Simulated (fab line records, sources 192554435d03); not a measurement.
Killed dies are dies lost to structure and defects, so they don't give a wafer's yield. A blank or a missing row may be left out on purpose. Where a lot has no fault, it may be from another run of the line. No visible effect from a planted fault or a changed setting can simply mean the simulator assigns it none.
2 desks, one fault | flow n5_finfet | what lay behind the numbers comes last; until then each desk has only its own

== TOOL OWNER'S DESK, cmp-03 ==
The tool's own readings at N5_MOL_CONTACT_COAG_CMP_28 (polishes, stops on SiNx, t overpolish 0.85 s, target thk 14.522 nm): means of the sampled wafers that have a number, for each lot that ran on this tool. Marked OUT: a lot whose mean sits more than 4 standard deviations from the usual mean, which makes it out of limits; the brackets give that distance.
Columns: A = head_pressure_psi at N5_MOL_CONTACT_COAG_CMP_28, usual 4.150 psi; B = motor_current_A at N5_MOL_CONTACT_COAG_CMP_28, usual 12.5 A; C = pad_life_wafers at N5_MOL_CONTACT_COAG_CMP_28, usual 1094; D = platen_rpm at N5_MOL_CONTACT_COAG_CMP_28, usual 51.80 rpm; E = time_to_endpoint_s at N5_MOL_CONTACT_COAG_CMP_28, usual 4.5 s
lot  | first seen here | A               | B    | C    | D     | E
L932 | day 5 04:16     | 4.161           | 12.5 | 1760 | 51.82 | 4.8
L936 | day 5 23:23     | 4.154           | 12.7 | 1897 | 51.78 | 2.1
L942 | day 7 15:53     | 4.149           | 11.3 | 79   | 51.79 | 3.2
L953 | day 10 05:10    | 4.316 (+17) OUT | 12.7 | 560  | 51.80 | 4.9
L954 | day 10 15:28    | 4.477 (+33) OUT | 12.8 | 668  | 51.79 | 5.6
L949 | day 10 20:17    | 4.321 (+17) OUT | 12.0 | 733  | 51.78 | 7.5
Finding of this desk: L949, L953, L954 out of limits; the first was L953 at day 10 05:10, on head_pressure_psi at N5_MOL_CONTACT_COAG_CMP_28. Within limits: L932, L936, L942.

== FROM THE METROLOGY DESK ==
Means of the sampled wafers that have a number, per lot and without regard to the tool the lot ran on: this is what the gauges read. Marked OUT: a lot whose mean sits more than 4 standard deviations from the usual mean, which makes it out of limits; the brackets give that distance. Shown here are 7 of its 12 readings, the ones lying furthest out on some lot.
Columns: A = MD_CAP_THK at N5_MOL_CONTACT_COAG_THK_MEAS_29, usual 17.94 nm; B = VG_OVL at N5_MOL_CONTACT_COAG_OVL_MEAS_85, usual 0.0 nm; C = IOFF_P at N5_BEOL_M4_RC_MEAS_101, usual 0.21 nA/um; D = ION_P at N5_BEOL_M4_RC_MEAS_101, usual 461 uA/um; E = SS_N at N5_BEOL_M4_RC_MEAS_101, usual 71.4 mV/dec; F = VT_N at N5_BEOL_M4_RC_MEAS_101, usual 250 mV; G = VT_P at N5_BEOL_M4_RC_MEAS_101, usual -250 mV
lot  | first seen here | A     | B    | C    | D   | E    | F   | G
L932 | day 5 04:31     | 17.91 | -0.7 | 0.21 | 462 | 71.6 | 248 | -252
L933 | day 5 10:23     | 18.08 | 0.2  | 0.22 | 461 | 72.0 | 248 | -249
L936 | day 5 23:41     | 17.93 | 0.7  | 0.23 | 460 | 71.8 | 247 | -252
L941 | day 7 09:16     | 17.95 | -0.8 | 0.20 | 454 | 70.6 | 251 | -252
L942 | day 7 16:08     | 18.00 | 0.2  | 0.17 | 455 | 71.1 | 253 | -255
L945 | day 8 09:43     | 17.96 | -0.2 | 0.24 | 464 | 71.4 | 250 | -249
L953 | day 10 05:23    | 17.93 | -0.2 | 0.25 | 465 | 71.8 | 247 | -247
L954 | day 10 15:44    | 17.99 | 0.5  | 0.25 | 470 | 71.4 | 246 | -245
L955 | day 10 19:35    | 17.96 | -0.0 | 0.22 | 462 | 71.6 | 246 | -248
L949 | day 10 20:34    | 17.99 | 0.0  | 0.22 | 465 | 71.3 | 248 | -248
This desk's finding: nothing out of limits on any of the 10 lots.

== BROUGHT TOGETHER ==
The tool owner's desk could have raised an alarm at day 10 05:10, on L949, L953, L954.
Metrology desk: nothing out of limits seen.
The metrology desk holds a record of L949, L953, L954, inside its limits.
All the named lots went through N5_MOL_CONTACT_COAG_CMP_28 on cmp-03.

== WHAT THE SIMULATOR HAD INSERTED ==
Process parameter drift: cmp-03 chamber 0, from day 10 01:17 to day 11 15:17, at N5_MOL_CONTACT_COAG_CMP_28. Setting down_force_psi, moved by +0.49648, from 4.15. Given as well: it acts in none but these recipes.
Lots struck among those shown: L949, L953, L954.
Time in hours from fault onset to the first out-of-limits reading at each desk: the tool owner's desk, 4.
